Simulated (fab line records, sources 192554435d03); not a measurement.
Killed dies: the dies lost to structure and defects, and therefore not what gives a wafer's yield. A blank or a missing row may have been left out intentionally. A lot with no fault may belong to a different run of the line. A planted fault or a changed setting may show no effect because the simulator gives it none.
Problem report, 8D (eight disciplines) form, completed by code	flow n5_finfet	the parts of the form that need people (team, actions taken, sign-off) are left out

== 1. WHAT IS WRONG ==
Wafers without a fault read 150.0 W, standard deviation 0.44; bias_w at N5_BEOL_M3_ETCH_64 reads a mean of 131.6 W on 2 wafers belonging to 2 lots. That is -42 standard deviations from the usual mean.
The step: etches SOC in N2/H2, target depth 75 nm, overetch 15 nm, time 112.5 s.
Seen first at day 12 12:20 on rie_diel-02, wafer L447.4. The record holds 18 wafers of 6 lots with a number at this step. By rule, "out" or "out of limits" means more than 4 standard deviations away from the usual mean. The other wafers with a number count as sound.

== 2. WHAT IT IS AND WHAT IT IS NOT ==
question	is	is not
which readings at this step	bias_w, rf_vpp_V	drypump_motor_current_A, oes_product_au, showerhead_plenum_p_Torr, throttle_valve_pct
which lots	L446, L447	L434, L435, L436, L448
which wafers of those lots	L446.4, L447.4	L446.2, L446.3, L447.1, L447.2
read on which tools	rie_diel-02	rie_diel-04
when	from day 12 12:20	up to then (11 sound wafers); but 5 sound wafers of L446, L448 came after

== 3. SUSPECTS, AND WHAT RULES EACH OUT ==
Counting: any tool at a process step up to the reading remains a suspect provided it ran every lot that is out. Sound lots after the first of them don't rule it out here, since some wafers of a struck lot are sound.
- rie_diel-02 at N5_BEOL_M3_DESCUM_16 (chemistry O2, time 7 s): kept. It ran every lot that is out, first L447 (day 12 12:15); its last sound lot up to then is L434 (day 10 02:05).
- rie_diel-02 at N5_BEOL_M3_ETCH_74 (etches underlayer in N2/H2, target depth 6.5 nm, time 5.2 s): kept. It ran every lot that is out, first L447 (day 12 12:17); its last sound lot up to then is L434 (day 10 02:07).
- rie_diel-02 at N5_BEOL_M3_ETCH_63 (etches SiARC in CF4, target depth 15.6 nm, time 26 s): kept. It ran every lot that is out, first L447 (day 12 12:18); its last sound lot up to then is L434 (day 10 02:08).
- rie_diel-02 at N5_BEOL_M3_ETCH_64 (etches SOC in N2/H2, target depth 75 nm, overetch 15 nm, time 112.5 s): kept. It ran every lot that is out, first L447 (day 12 12:20); its last sound lot up to then is L434 (day 10 02:10). Its own readings are out on those wafers: bias_w, rf_vpp_V.
- rie_diel-02, N5_BEOL_M3_DESCUM_16: wafers that are out in chamber 3, sound lot-mates in chambers 1, 2.
- rie_diel-02, N5_BEOL_M3_ETCH_74: wafers that are out in chamber 3, sound lot-mates in chambers 1, 2.
- rie_diel-02, N5_BEOL_M3_ETCH_63: wafers that are out in chamber 3, sound lot-mates in chambers 1, 2.
- rie_diel-02, N5_BEOL_M3_ETCH_64: wafers that are out in chamber 3, sound lot-mates in chambers 1, 2.
Left after counting: rie_diel-02 at N5_BEOL_M3_DESCUM_16, rie_diel-02 at N5_BEOL_M3_ETCH_74, rie_diel-02 at N5_BEOL_M3_ETCH_63, rie_diel-02 at N5_BEOL_M3_ETCH_64.

== 4. THE CAUSE (what the simulator had put in) ==
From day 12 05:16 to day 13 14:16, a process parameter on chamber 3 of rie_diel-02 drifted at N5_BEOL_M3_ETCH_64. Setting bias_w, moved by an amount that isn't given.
4 suspects survive the count, and this tool is in that group.

== 5. SEQUENCE OF EFFECTS, ordered by route ==
Rows list readings where the struck wafers' mean (over those with a number) sits beyond 3 standard deviations from the usual. Scope: only readings with a usual standard deviation given in the record; hours: median across lots of the time from each lot's start at the first step in this table that gives one to its start at this step; sigmas: change in usual standard deviations.
hours	step	reading	usual	on struck wafers	change	sigmas
0	N5_BEOL_M3_ETCH_64	bias_w	150.0 W	131.6	-18.4	-42
0	N5_BEOL_M3_ETCH_64	rf_vpp_V	524 V	482	-42	-13
The process steps in it:
- N5_BEOL_M3_ETCH_64: etches SOC in N2/H2, target depth 75 nm, overetch 15 nm, time 112.5 s.
At these later measuring or inspecting steps, every struck wafer for which the step has a row has a number for every such reading, and none has moved that far: N5_BEOL_M4_RC_MEAS_101.

== 6. WHAT WOULD HAVE CAUGHT IT SOONER ==
In this record no reading fell out of limits until day 12 12:20, 7 hours after the fault had begun at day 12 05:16.
